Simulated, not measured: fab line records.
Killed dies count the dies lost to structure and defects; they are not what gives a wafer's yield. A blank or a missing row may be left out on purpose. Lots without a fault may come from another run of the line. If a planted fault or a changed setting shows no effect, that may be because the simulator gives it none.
Comparing a struck lot with a sound one / flow n5_finfet / 38 out of 1938 route steps
Sound: these wafers, L195.3, L195.4, L195.5. Struck: wafer L206.3 (left out: L206.2, L206.6 of the same lot, which were not struck); the cause appears at the end.
At each step with rows: each side's tool, then ch and its chambers, then its first start. Under that, the readings that differ: sound wafers / struck wafers / difference of the means / sigmas: that difference in standard deviations of wafers without a fault.
alike: readings whose means differ by less than 2 such deviations, and words and numbers that are the same on both sides. not compared: withheld readings, readings that some wafer has no value for, bounds like >300 that may hide the same value, and numbers for which the record gives no deviation and whose values overlap.
A row with sigmas, a row that says differs or no value, or rows on one side alone: a step with any of these is where the two part. Non-overlapping numbers with no deviation appear without sigmas and do not part them. Lack of a reading on every wafer of one side parts them only where that side has two or more wafers.

first, 9 steps without rows for these wafers: N5_BEOL_M4_ANNEAL_95 (time 240 s); N5_BEOL_M4_SPUTTER_96 (material Cu, target thk 4.5 nm, time 8.29 s); N5_BEOL_M4_ECD_50 (material Cu, target thk 300 nm); N5_BEOL_M4_ANNEAL_51 (time 90 s); N5_BEOL_M4_CMP_52 (polishes, stops on SiOC, t overpolish 6.8 s, target thk 40 nm); N5_BEOL_M4_PRE_CLEAN_60 (time 15 s); N5_BEOL_M4_CO_CAP_55 (material Co, precursor CCTBA/H2, target thk 2 nm, time 102.1 s); N5_BEOL_M4_PRE_CLEAN_56 (time 15 s); N5_BEOL_M4_DEP_57 (deposits SiCN from 3MS/NH3, target thk 8 nm, time 14 s).
N5_BEOL_M4_RC_MEAS_101:
  sound on prober-01 ch 0, day 8 08:31; struck on prober-01 ch 0, day 11 03:34
  alike: DIBL_N, DIBL_P, IOFF_N, IOFF_P, ION_N, ION_P, SS_N, SS_P, VT_N, VT_P
then, 24 steps without rows for these wafers: N5_BEOL_M5_ILD_DEP_00 (deposits SiCOH lowk from DEMS/porogen, target thk 140.64 nm, time 25.9 s); N5_BEOL_M5_CURE_79 (cures SiCOH lowk, time 240 s); N5_BEOL_M5_PECVD_70 (deposits SiO2 from TEOS/O2, target thk 16 nm, time 18 s); N5_BEOL_M5_HM_DEP_02 (deposits TiN, target thk 20 nm); N5_BEOL_M5_COAT_59 (time 60 s, resist thk 60 nm); N5_BEOL_M5_COAT_60 (time 60 s, resist thk 12 nm); N5_BEOL_M5_COAT_71 (time 60 s, resist thk 5 nm); N5_BEOL_M5_COAT_05 (resist thk 30 nm); N5_BEOL_M5_EBR_07; N5_BEOL_M5_SOFTBAKE_06 (time 60 s); N5_BEOL_M5_EXPOSE_08 (exposes mask M5, target cd 28 nm); N5_BEOL_M5_PEB_09 (peb time 60 s); N5_BEOL_M5_DEVELOP_10 (develop time 30 s); N5_BEOL_M5_DESCUM_16 (chemistry O2, time 7 s); N5_BEOL_M5_ETCH_72 (etches underlayer in N2/H2, target depth 6.5 nm, time 5.2 s); N5_BEOL_M5_ETCH_61 (etches SiARC in CF4, target depth 15.6 nm, time 26 s); N5_BEOL_M5_ETCH_62 (etches SOC in N2/H2, target depth 75 nm, overetch 15 nm, time 112.5 s); N5_BEOL_M5_STRIP_63 (strips in N2/H2); N5_BEOL_M5_STRIP_73 (strips in N2/H2); N5_BEOL_M5_STRIP_64 (strips in CF4); N5_BEOL_M5_HM_OPEN_17 (chemistry Cl2/BCl3, target TiN, target depth 20 nm, overetch 6 nm); N5_BEOL_M5_STRIP_19 (strips in O2); N5_BEOL_M5_COAT_65 (time 60 s, resist thk 60 nm); N5_BEOL_M5_COAT_66 (time 60 s, resist thk 12 nm).
-- here the record skips 2 days between the struck wafers' starts before and after, leaving off in module BEOL_M5 and picking up in module BEOL_M9 (first step shown: number 1464 of the route) --
N5_BEOL_M9_CMP_52: polishes, stops on SiCOH lowk, t overpolish 7 s, target thk 140 nm.
  sound on cmp-04 ch 0,1,2, day 10 09:17; struck on cmp-04 ch 1, day 13 04:06
reading=barrier_field_endpoint_s (s); sound=29.0 29.4 28.6; struck=47.0; difference=+18.0; sigmas=+21
reading=overpolish_run_s (s); sound=7.004 6.992 6.992; struck=0.035; difference=-6.961; sigmas=-99 or more
reading=time_to_endpoint_s (s); sound=66 65 62; struck=87; difference=+23; sigmas=+5
  alike: motor_current_A
N5_BEOL_M9_THK_MEAS_53: measures by xrf.
  struck on film_metro-02, day 13 04:24; sound on film_metro-01, day 10 09:33
reading=M9_THK (nm); sound=143 142 143; struck=248; difference=+105; sigmas=+33
N5_BEOL_M9_INSPECT_58: inspects for defects (darkfield).
  struck on defect_inspect-02, day 13 04:34; sound on defect_inspect-02, day 10 09:43
reading=raw_defect_count; sound=85 53 45; struck=4324; difference=+4263; sigmas=+99 or more
-- record jumps: 3 days separate the struck wafers' starts on either side; left off in module BEOL_M9, taken up again in module PASSIVATION, whose first shown step is the route's number 1936 --
N5_PASSIVATION_PROBE_49:
  struck on prober-02, day 15 16:44; sound on prober-01, day 12 13:04
reading=defect_limited_yield (%); sound=92.7 93.2 94.7; struck=0; difference=-94; sigmas=-62
reading=killed_at_M4_up; sound=11 13 12; struck=1062; difference=+1050; sigmas=+99 or more
reading=killed_at_front_end; sound=23 28 18; struck=54; difference=+31; sigmas=+3
reading=killed_dies; sound=86 80 62; struck=1180; difference=+1104; sigmas=+61
reading=killed_on_rim; sound=11 12 8; struck=152; difference=+142; sigmas=+38
reading=killed_open; sound=51 49 49; struck=100; difference=+50; sigmas=+3
reading=sort_bin_5_function (%); sound=4.0 3.6 3.1; struck=6.3; difference=+2.7; sigmas=+2
reading=sort_bin_6_memory (%); sound=3.1 2.8 1.8; struck=4.4; difference=+1.8; sigmas=+3
reading=sort_n_pass; sound=1094 1100 1118; struck=0; difference=-1104; sigmas=-61
reading=sort_yield_pct (%); sound=92.7 93.2 94.7; struck=0; difference=-94; sigmas=-62
  alike: killed_at_M0_to_M3, killed_at_contacts, killed_at_other, killed_short, sort_bin_8_speed

## WHERE THEY PART
First at N5_BEOL_M9_CMP_52; last, within this record, at N5_PASSIVATION_PROBE_49.

WHY: the cause the simulator had injected
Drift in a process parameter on cmp-04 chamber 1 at N5_BEOL_M9_CMP_52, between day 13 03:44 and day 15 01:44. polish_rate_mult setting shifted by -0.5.
